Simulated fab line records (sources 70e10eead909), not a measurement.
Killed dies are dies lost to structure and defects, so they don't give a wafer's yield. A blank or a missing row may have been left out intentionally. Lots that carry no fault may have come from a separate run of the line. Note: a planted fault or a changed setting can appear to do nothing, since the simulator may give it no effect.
fab line records	flow nand-harc	part 1 of 2: steps 1 to 4 of 6
record lots=22	wafers=66	last-day=33
route steps=1302 shown A_CONTACT@1058 A_BLC@1122 A_M1@1180
lots with no fault: from the same line, run without faults
start-h: hours from the record's first day to the start of the lot's first wafer shown	wait-h: how many hours have passed since the lot's step before this one	" repeats the value in the row above	L1.1+2: a row that stands for several wafers	- no value present, or no start provided	* or withheld: withheld	< > ~ a bound
route shown NAME@n: NAME is a module with steps in the file, n the number in the route of the first one	usual: average and standard deviation across the fault-free wafers	same: alike in all rows	chamber/n: place in a boat	sites: per-site readings	_std_site: the values' standard deviation	_edge_site: the outer-site mean with the inner-site mean subtracted	radius-mm: how far each site lies from the wafer's centre	mask NAME#n: copy n	behind: the most recent tool/chamber to have shaped the wafer	hold: what put the lot on hold/how long, in hours/how the hold closed	device: whichever transistor did not switch (one of n, p or np)	end of line: the same wafers' tests at the end of the route	where a step has no rows: the recipe by itself	killed: the dies lost at the first sort to structure and to defects; this is not the yield of the wafer	map: dies across one wafer; x = killed, . = not, _ = none there
set.NAME: the setting as run; set.NAME@STEP: as run at that earlier step	model.NAME: the simulator's own value behind a step, which no gauge read
a sample of lots followed through the steps of the route, with each step as a table and each wafer as a row
services: when a tool's chamber went out of use (start-h, in hours from the record's first day, below 0 if earlier), for how many hours, and the reason
## steps
# step NHARC_A_CONTACT_ETCH_97
# recipe target-depth-a=200	over-etch-frac=0.5	time-s=10	ion-energy-ev=250	c4f6-flow-sccm=25	o2-flow-sccm=20	ar-flow-sccm=500	rf-w=600	bias-w=500	chemistry=C4F6/O2
# usual drypump-motor-current-A=5.7/0.55	oes-product-au=0.959/0.024	rf-vpp-V=547.8/2.7	showerhead-plenum-p-Torr=3.96/0.13	throttle-valve-pct=26.902/0.008
lot.wafer	tool	chamber	start-h	wait-h	drypump-motor-current-A	oes-product-au	rf-hours-counter-h	rf-vpp-V	showerhead-plenum-p-Torr	throttle-valve-pct
L075.1	rie-diel-06	2	-	-	6.3	1.012	2	549.4	4.02	26.916
L075.2	"	3	"	"	5.4	1.009	1	548.1	3.93	26.900
L075.3	"	0	"	"	6.4	1.001	2	550.2	4.09	26.902
L074.4	rie-diel-06	0	-	-	6.4	0.941	5	551.3	4.09	26.892
L074.3	"	1	"	"	5.1	0.928	5	547.1	3.84	26.910
L074.1	"	2	"	"	6.3	0.972	5	549.0	4.02	26.896
L076.2	rie-diel-07	1	-	-	5.8	1.006	18	552.4	4.17	26.898
L076.5	"	2	"	"	5.7	0.999	-	541.7	3.66	26.915
L076.6	"	3	"	"	6.2	1.013	-	549.6	4.02	26.893
L077.3	rie-diel-06	3	-	-	5.4	1.011	7	546.8	3.93	26.897
L077.2	"	1	"	"	5.1	0.995	7	545.2	3.84	26.903
L077.5	"	2	"	"	6.3	1.013	-	549.4	4.02	26.895
L078.4	rie-diel-06	0	-	-	6.4	0.945	8	549.8	4.09	26.913
L078.3	"	1	"	"	5.0	0.918	8	544.8	3.84	26.895
L078.6	"	1	"	"	5.1	0.925	-	545.4	3.84	26.899
L079.2	rie-diel-05	3	-	-	5.3	0.948	41	546.6	3.95	26.903
L079.3	"	1	"	"	5.5	0.934	40	543.3	3.73	26.886
L079.5	"	2	"	"	6.2	0.931	-	551.5	4.16	26.916
L082.2	rie-diel-06	2	-	-	6.3	0.972	12	549.0	4.01	26.896
L082.1	"	0	"	"	6.4	0.954	12	550.3	4.08	26.909
L082.6	"	1	"	"	5.1	0.948	-	545.7	3.84	26.906
L081.1	rie-diel-06	0	-	-	6.4	1.015	12	548.2	4.08	26.890
L081.2	"	1	"	"	5.1	0.989	12	545.6	3.84	26.892
L081.5	"	3	"	"	5.3	1.017	-	546.3	3.93	26.904
L080.3	rie-diel-07	2	-	-	5.7	0.944	37	541.1	3.65	26.905
L080.1	"	0	"	"	6.0	0.942	37	548.1	4.03	26.903
L080.6	"	2	"	"	5.7	0.954	-	540.1	3.65	26.912
L083.1	rie-diel-06	3	-	-	5.4	0.948	15	548.0	3.93	26.908
L083.3	"	1	"	"	5.1	0.949	14	545.7	3.84	26.894
L083.5	"	3	"	"	5.4	0.951	-	546.9	3.93	26.902
L084.4	rie-diel-06	1	-	-	5.1	0.931	19	545.8	3.83	26.899
L084.6	"	0	"	"	6.4	0.957	-	550.1	4.08	26.891
L084.5	"	1	"	"	5.1	0.933	-	545.1	3.83	26.894
L086.1	rie-diel-06	3	633.39	0.1	5.4	0.974	20	547.3	3.92	26.904
L086.3	"	0	"	"	6.4	0.980	19	550.9	4.08	26.897
L086.6	"	0	"	"	6.4	0.968	-	550.8	4.08	26.889
L085.1	rie-diel-07	2	-	-	5.7	0.936	51	541.8	3.64	26.899
L085.4	"	3	"	"	6.1	0.941	57	548.6	3.99	26.905
L085.6	"	0	"	"	5.9	0.954	-	551.6	4.02	26.907
L089.3	rie-diel-06	3	-	-	5.4	0.949	25	547.9	3.92	26.907
L089.1	"	0	"	"	6.4	0.941	24	550.4	4.08	26.891
L089.5	"	2	"	"	6.3	0.967	-	548.1	4.01	26.893
L088.3	rie-diel-06	1	-	-	5.1	0.948	27	544.3	3.83	26.916
L088.4	"	2	"	"	6.3	0.950	25	550.1	4.01	26.908
L088.5	"	0	"	"	6.4	0.946	-	551.1	4.08	26.905
L092.4	rie-diel-05	0	-	-	4.7	0.951	26	547.9	3.96	26.902
L092.1	"	1	"	"	5.5	0.938	25	541.7	3.70	26.899
L092.5	"	2	"	"	6.2	0.966	-	552.5	4.14	26.904
L090.4	rie-diel-07	3	-	-	6.1	0.944	3	547.3	3.99	26.904
L090.1	"	0	"	"	5.9	0.932	3	549.5	4.01	26.907
L090.5	"	3	"	"	6.1	0.950	-	549.1	3.99	26.912
L091.4	rie-diel-05	3	-	-	5.3	0.954	25	548.7	3.92	26.913
L091.2	"	2	"	"	6.2	0.956	25	552.0	4.14	26.908
L091.5	"	0	"	"	4.7	0.936	-	547.5	3.96	26.908
L093.4	rie-diel-06	1	-	-	5.1	0.930	5	544.7	3.82	26.910
L093.1	"	3	"	"	5.3	0.955	6	545.2	3.91	26.896
L093.5	"	2	"	"	6.3	0.961	-	550.5	4.00	26.908
L097.4	rie-diel-05	2	-	-	6.2	0.942	38	551.2	4.13	26.910
L097.3	"	1	"	"	5.5	0.960	39	543.0	3.70	26.906
L097.6	"	3	"	"	5.3	0.954	-	546.8	3.91	26.904
L094.1	rie-diel-06	2	-	-	6.3	0.950	8	549.2	4.00	26.887
L094.2	"	3	"	"	5.3	0.955	8	546.8	3.91	26.897
L094.4	"	1	"	"	5.1	0.935	7	544.9	3.82	26.919
L096.1	rie-diel-06	1	-	-	5.1	0.924	8	543.7	3.82	26.905
L096.6	"	0	"	"	6.4	0.941	-	550.5	4.07	26.902
L096.5	"	1	"	"	5.1	0.930	-	545.6	3.82	26.912
# step NHARC_A_CONTACT_ETCH_106
# recipe target-depth-a=900	overetch-a=90	time-s=49.5	ion-energy-ev=100	cf4-flow-sccm=80	o2-flow-sccm=20	ar-flow-sccm=0	rf-w=300	bias-w=100	chemistry=CF4/O2
# usual cf4-flow-sccm=80.01/0.26	drypump-motor-current-A=5.7/0.53	oes-product-au=1.003/0.011	rf-vpp-V=198.2/1.2	showerhead-plenum-p-Torr=1.35/0.048	throttle-valve-pct=13.397/0.0089
lot.wafer	tool	chamber	start-h	wait-h	cf4-flow-sccm	drypump-motor-current-A	oes-product-au	rf-hours-counter-h	rf-vpp-V	showerhead-plenum-p-Torr	throttle-valve-pct
L075.1	rie-diel-06	3	504.11	0.1	80.01	5.4	1.021	1	198.3	1.34	13.399
L075.3	"	0	"	"	80.40	6.4	1.010	2	200.5	1.40	13.408
L075.2	"	2	"	"	80.28	6.3	1.018	2	198.6	1.37	13.395
L074.1	rie-diel-07	1	520.38	0.1	79.90	5.8	1.003	18	200.7	1.43	13.390
L074.3	"	2	"	"	79.98	5.7	0.987	15	197.1	1.24	13.393
L074.4	"	3	"	"	80.49	6.1	0.984	15	198.6	1.37	13.405
L076.2	rie-diel-06	3	525.05	0.1	79.88	5.4	1.025	5	198.4	1.34	13.390
L076.6	"	0	"	"	80.22	6.4	1.014	-	198.1	1.39	13.404
L076.5	"	1	"	"	80.03	5.1	1.000	-	197.5	1.31	13.409
L077.3	rie-diel-06	0	535.93	0.1	79.79	6.4	0.997	7	198.1	1.39	13.390
L077.2	"	1	"	"	79.45	5.1	0.982	7	196.5	1.30	13.378
L077.5	"	3	"	"	80.20	5.4	1.012	-	196.8	1.34	13.392
L078.4	rie-diel-06	0	544.48	0.0	80.09	6.4	1.011	8	200.3	1.39	13.395
L078.3	"	1	"	"	80.15	5.1	0.970	8	196.9	1.30	13.398
L078.6	"	0	"	"	80.30	6.4	1.009	-	199.3	1.39	13.393
L079.3	rie-diel-05	3	547.46	0.1	79.99	5.3	0.998	41	197.8	1.34	13.401
L079.2	"	0	"	"	79.68	4.7	1.001	44	197.6	1.36	13.405
L079.5	"	2	"	"	80.45	6.2	0.991	-	200.0	1.42	13.390
L082.1	rie-diel-06	1	578.44	0.1	79.93	5.1	0.995	12	198.2	1.30	13.396
L082.2	"	3	"	"	80.05	5.3	1.002	12	196.8	1.34	13.404
L082.6	"	0	"	"	80.05	6.4	1.010	-	199.2	1.39	13.394
L081.1	rie-diel-06	3	579.63	0.1	80.01	5.3	1.001	12	198.4	1.34	13.408
L081.2	"	0	"	"	80.11	6.4	1.010	12	199.0	1.39	13.399
L081.5	"	1	"	"	80.23	5.1	0.998	-	196.4	1.30	13.392
L080.1	rie-diel-07	3	586.77	0.1	80.01	6.1	0.990	40	199.4	1.36	13.391
L080.3	"	0	"	"	79.90	5.9	1.001	37	198.7	1.37	13.418
L080.6	"	1	"	"	80.32	5.8	0.999	-	199.8	1.42	13.407
L083.1	rie-diel-06	2	590.59	0.1	79.58	6.3	1.019	15	197.4	1.37	13.397
L083.3	"	3	"	"	79.71	5.3	1.020	15	199.3	1.34	13.403
L083.5	"	2	"	"	79.63	6.3	1.026	-	198.2	1.37	13.400
L084.4	rie-diel-06	3	629.45	0.1	79.86	5.3	1.019	18	198.6	1.34	13.392
L084.5	"	2	"	"	80.00	6.3	1.013	-	198.2	1.37	13.408
L084.6	"	3	"	"	79.60	5.3	1.015	-	197.9	1.34	13.383
L086.1	rie-diel-05	2	634.36	0.1	79.71	6.2	1.002	10	198.4	1.42	13.404
L086.3	"	1	"	"	79.83	5.5	1.007	11	197.1	1.26	13.384
L086.6	"	3	"	"	79.91	5.3	1.009	-	199.5	1.34	13.403
L085.4	rie-diel-07	2	634.65	0.1	80.04	5.7	1.003	51	196.5	1.23	13.419
L085.1	"	3	"	"	79.80	6.1	1.003	57	197.9	1.36	13.394
L085.6	"	1	"	"	80.48	5.8	0.998	-	200.6	1.42	13.390
L089.1	rie-diel-06	3	649.78	0.1	80.20	5.3	1.015	25	197.0	1.33	13.402
L089.3	"	0	"	"	79.94	6.4	1.009	24	198.1	1.39	13.395
L089.5	"	3	"	"	80.19	5.3	1.025	-	197.2	1.33	13.391
L088.4	rie-diel-06	1	652.72	0.1	79.92	5.0	1.000	27	197.3	1.30	13.401
L088.3	"	2	"	"	79.84	6.3	1.014	25	197.0	1.36	13.384
L088.5	"	0	"	"	80.25	6.4	1.015	-	199.5	1.39	13.395
L092.1	rie-diel-05	1	664.76	0.0	80.22	5.5	0.999	25	196.2	1.25	13.387
L092.4	"	2	"	"	79.99	6.2	1.013	22	199.9	1.42	13.390
L092.5	"	2	"	"	79.98	6.2	1.004	-	199.9	1.41	13.399
L090.1	rie-diel-07	1	668.21	0.1	79.78	5.8	1.000	2	199.8	1.42	13.398
L090.4	"	2	"	"	80.14	5.7	0.987	3	199.2	1.45	13.405
L090.5	"	3	"	"	79.97	6.1	0.993	-	196.6	1.36	13.397
L091.4	rie-diel-06	3	676.38	0.1	79.94	5.3	1.002	0	197.7	1.33	13.396
L091.2	"	0	"	"	80.12	6.4	0.985	0	198.7	1.39	13.405
L091.5	"	3	"	"	80.08	5.3	0.998	-	198.2	1.33	13.404
L093.1	rie-diel-06	0	710.66	0.1	79.87	6.4	1.004	5	198.9	1.39	13.397
L093.4	"	1	"	"	79.43	5.1	0.986	5	197.2	1.30	13.395
L093.5	"	3	"	"	79.83	5.3	1.003	-	198.0	1.33	13.384
L097.4	rie-diel-05	3	717.73	0.1	79.47	5.3	1.012	40	197.7	1.33	13.402
L097.3	"	0	"	"	80.23	4.7	0.994	41	198.5	1.34	13.390
L097.6	"	3	"	"	79.80	5.3	1.002	-	196.5	1.33	13.402
L094.2	rie-diel-06	0	720.69	0.0	80.28	6.4	1.004	7	199.0	1.39	13.397
L094.1	"	1	"	"	80.41	5.1	1.000	7	197.2	1.30	13.397
L094.4	"	2	"	"	80.24	6.3	1.006	8	197.7	1.36	13.401
L096.1	rie-diel-06	1	733.87	0.1	79.81	5.0	0.991	8	198.0	1.30	13.381
L096.6	"	2	"	"	79.96	6.3	1.001	-	197.6	1.36	13.405
L096.5	"	3	"	"	79.96	5.3	1.001	-	197.4	1.33	13.399
# step NHARC_A_CONTACT_ETCH_89
# recipe target-depth-a=2600	over-etch-frac=0.3	time-s=475.3	ion-energy-ev=200	n2-flow-sccm=150	h2-flow-sccm=150	ar-flow-sccm=0	rf-w=400	bias-w=150	chemistry=N2/H2
# usual drypump-motor-current-A=5.7/0.54	h2-flow-sccm=149.9/0.44	oes-product-au=1.002/0.0097	rf-vpp-V=431.2/2.3	showerhead-plenum-p-Torr=2.06/0.076	throttle-valve-pct=14.172/0.0081
lot.wafer	tool	chamber	start-h	wait-h	drypump-motor-current-A	h2-flow-sccm	oes-product-au	rf-hours-counter-h	rf-vpp-V	showerhead-plenum-p-Torr	throttle-valve-pct
L075.3	rie-diel-05	0	-	-	4.7	150.8	0.997	32	431.3	2.08	14.170
L075.2	"	2	"	"	6.2	149.4	0.997	32	433.7	2.19	14.177
L075.1	"	3	"	"	5.3	150.2	1.001	30	432.4	2.06	14.157
L074.1	rie-diel-06	1	-	-	5.1	150.3	0.993	6	429.7	1.99	14.175
L074.3	"	3	"	"	5.3	149.8	1.012	5	430.2	2.04	14.166
L074.4	"	0	"	"	6.4	149.5	0.997	5	434.8	2.14	14.173
L076.2	rie-diel-07	3	-	-	6.1	149.8	0.992	18	432.4	2.09	14.169
L076.6	"	3	"	"	6.1	150.5	1.004	-	432.1	2.09	14.191
L076.5	"	0	"	"	6.0	149.9	1.012	-	433.8	2.11	14.178
L077.3	rie-diel-06	2	-	-	6.3	149.5	1.014	7	431.7	2.09	14.180
L077.2	"	1	"	"	5.1	150.4	0.990	8	428.8	1.99	14.167
L077.5	"	2	"	"	6.3	149.8	1.009	-	431.0	2.09	14.163
L078.4	rie-diel-05	1	-	-	5.5	150.3	0.997	40	426.7	1.92	14.180
L078.3	"	0	"	"	4.7	150.0	0.999	44	432.2	2.07	14.183
L078.6	"	1	"	"	5.5	149.9	0.998	-	429.2	1.92	14.168
L079.2	rie-diel-05	2	-	-	6.2	149.5	0.976	45	433.5	2.18	14.165
L079.3	"	1	"	"	5.5	150.3	0.988	41	427.3	1.92	14.173
L079.5	"	3	"	"	5.3	149.6	0.997	-	430.1	2.05	14.160
L082.1	rie-diel-06	1	-	-	5.1	150.0	0.995	12	427.5	1.99	14.169
L082.2	"	3	"	"	5.3	149.5	1.010	14	430.6	2.04	14.173
L082.6	"	0	"	"	6.4	150.0	1.008	-	433.6	2.13	14.164
L081.2	rie-diel-07	3	-	-	6.1	150.0	0.999	40	432.4	2.09	14.160
L081.1	"	0	"	"	5.9	149.5	0.994	36	431.6	2.10	14.166
L081.5	"	1	"	"	5.8	149.7	0.997	-	435.2	2.18	14.185
L080.1	rie-diel-06	0	-	-	6.4	150.2	1.016	15	432.2	2.13	14.175
L080.3	"	1	"	"	5.1	150.8	0.996	14	429.9	1.99	14.185
L080.6	"	2	"	"	6.3	149.3	1.009	-	432.1	2.09	14.173
L083.1	rie-diel-06	2	-	-	6.3	149.5	1.003	15	431.8	2.09	14.163
L083.3	"	0	"	"	6.4	150.2	1.007	15	433.8	2.13	14.178
L083.5	"	2	"	"	6.3	149.3	1.005	-	431.6	2.09	14.168
L084.4	rie-diel-06	3	-	-	5.4	150.0	1.011	-	430.8	2.04	14.148
L084.5	"	0	"	"	6.4	150.5	0.993	-	432.8	2.13	14.184
L084.6	"	1	"	"	5.1	149.5	0.985	-	429.9	1.99	14.174
L086.3	rie-diel-06	1	-	-	5.1	150.3	1.008	23	428.8	1.99	14.163
L086.1	"	2	"	"	6.3	149.7	1.014	20	431.8	2.09	14.177
L086.6	"	2	"	"	6.3	149.9	1.021	-	433.1	2.09	14.173
L085.4	rie-diel-06	1	-	-	5.1	151.0	0.997	23	428.5	1.99	14.169
L085.1	"	2	"	"	6.3	149.9	1.013	21	432.5	2.09	14.176
L085.6	"	0	"	"	6.4	149.8	1.005	-	432.1	2.13	14.166
L089.1	rie-diel-05	1	-	-	5.5	150.5	1.002	22	426.2	1.91	14.160
L089.3	"	2	"	"	6.2	149.3	1.010	19	433.2	2.17	14.177
L089.5	"	0	"	"	4.7	149.5	1.005	-	430.9	2.06	14.167
L088.4	rie-diel-06	0	-	-	6.4	149.9	0.992	26	432.5	2.13	14.175
L088.3	"	2	"	"	6.3	149.9	1.010	26	432.9	2.09	14.158
L088.5	"	1	"	"	5.1	150.2	0.995	-	429.3	1.98	14.166
L092.1	rie-diel-05	1	-	-	5.5	149.6	1.001	27	425.5	1.91	14.171
L092.4	"	2	"	"	6.2	150.2	1.017	24	433.5	2.17	14.167
L092.5	"	0	"	"	4.7	149.8	1.008	-	431.9	2.06	14.169
L090.1	rie-diel-07	2	-	-	5.7	150.4	1.007	5	435.9	2.22	14.176
L090.4	"	3	"	"	6.1	149.9	1.007	6	431.1	2.08	14.172
L090.5	"	2	"	"	5.7	150.0	0.995	-	434.8	2.22	14.162
L091.4	rie-diel-06	1	-	-	5.1	151.0	0.979	1	427.1	1.98	14.177
L091.2	"	2	"	"	6.3	149.5	1.000	1	431.5	2.09	14.179
L091.5	"	1	"	"	5.1	149.5	0.984	-	428.1	1.98	14.170
L093.4	rie-diel-07	0	-	-	5.9	150.6	1.001	19	430.8	2.09	14.178
L093.1	"	1	"	"	5.8	149.8	1.009	17	433.9	2.16	14.179
L093.5	"	3	"	"	6.2	150.3	0.989	-	431.4	2.07	14.169
L097.4	rie-diel-06	1	-	-	5.1	149.8	0.981	7	431.0	1.98	14.162
L097.3	"	0	"	"	6.4	149.9	0.987	8	434.3	2.12	14.173
L097.6	"	2	"	"	6.3	149.6	1.004	-	432.3	2.08	14.183
L094.4	rie-diel-07	0	-	-	5.9	150.0	1.006	24	430.3	2.08	14.169
L094.1	"	1	"	"	5.8	149.7	1.002	18	434.3	2.16	14.181
L094.2	"	3	"	"	6.1	150.4	1.004	26	430.9	2.07	14.154
L096.1	rie-diel-05	3	-	-	5.3	149.5	1.014	49	429.8	2.03	14.178
L096.6	"	3	"	"	5.3	150.0	1.017	-	429.1	2.03	14.185
L096.5	"	0	"	"	4.7	149.7	0.985	-	431.4	2.05	14.169
# step NHARC_A_CONTACT_ETCH_138
# recipe source-w=withheld	pressure-mtorr=20	bias-v=1200	time-s=311	target-depth-a=19140	ar-flow-sccm=withheld	c4f8-flow-sccm=withheld	o2-flow-sccm=withheld	chemistry=C4F8/O2/Ar
lot.wafer	tool	chamber	start-h	wait-h	rf-hours-counter-h
L075.2	har-cap-etch-02	0	511.56	0.3	82
L075.1	"	1	"	"	82
L075.3	"	1	"	"	-
L074.1	har-cap-etch-01	1	530.36	0.2	3
L074.4	"	1	"	"	-
L074.3	"	0	"	"	-
L076.2	har-cap-etch-02	0	536.91	0.2	88
L076.6	"	0	"	"	-
L076.5	"	1	"	"	-
L077.2	har-cap-etch-01	1	542.19	0.2	6
L077.3	"	1	"	"	-
L077.5	"	0	"	"	-
L078.3	har-cap-etch-01	1	550.04	0.2	-
L078.4	"	0	"	"	-
L078.6	"	0	"	"	-
L079.2	har-cap-etch-03	0	553.19	0.3	54
L079.3	"	1	"	"	-
L079.5	"	0	"	"	-
L082.1	har-cap-etch-02	0	585.73	0.2	95
L082.2	"	1	"	"	95
L082.6	"	1	"	"	-
L081.2	har-cap-etch-03	0	586.65	0.2	59
L081.1	"	1	"	"	59
L081.5	"	1	"	"	-
L080.1	har-cap-etch-02	1	593.72	0.2	97
L080.3	"	0	"	"	-
L080.6	"	1	"	"	-
L083.1	har-cap-etch-03	1	596.02	0.2	61
L083.3	"	1	"	"	-
L083.5	"	1	"	"	-
L084.4	har-cap-etch-01	1	638.86	0.2	-
L084.6	"	0	"	"	-
L084.5	"	1	"	"	-
L086.1	har-cap-etch-03	0	641.25	0.3	68
L086.3	"	0	"	"	-
L086.6	"	1	"	"	-
L085.1	har-cap-etch-01	0	641.27	0.2	24
L085.4	"	1	"	"	-
L085.6	"	1	"	"	-
L089.1	har-cap-etch-02	0	655.53	0.2	108
L089.3	"	1	"	"	-
L089.5	"	1	"	"	-
L088.3	har-cap-etch-01	1	658.68	0.2	-
L088.4	"	0	"	"	-
L088.5	"	1	"	"	-
L092.1	har-cap-etch-02	1	673.09	0.2	112
L092.4	"	0	"	"	-
L092.5	"	1	"	"	-
L090.1	har-cap-etch-01	1	676.67	0.2	32
L090.4	"	1	"	"	-
L090.5	"	0	"	"	-
L091.2	har-cap-etch-02	1	682.20	0.2	113
L091.4	"	0	"	"	-
L091.5	"	1	"	"	-
L093.1	har-cap-etch-02	1	720.24	0.2	118
L093.4	"	0	"	"	-
L093.5	"	1	"	"	-
L097.3	har-cap-etch-02	1	725.49	0.2	-
L097.4	"	0	"	"	-
L097.6	"	0	"	"	-
L094.1	har-cap-etch-03	0	727.25	0.2	86
L094.2	"	1	"	"	86
L094.4	"	0	"	"	-
L096.1	har-cap-etch-01	1	743.21	0.2	42
L096.5	"	1	"	"	-
L096.6	"	0	"	"	-
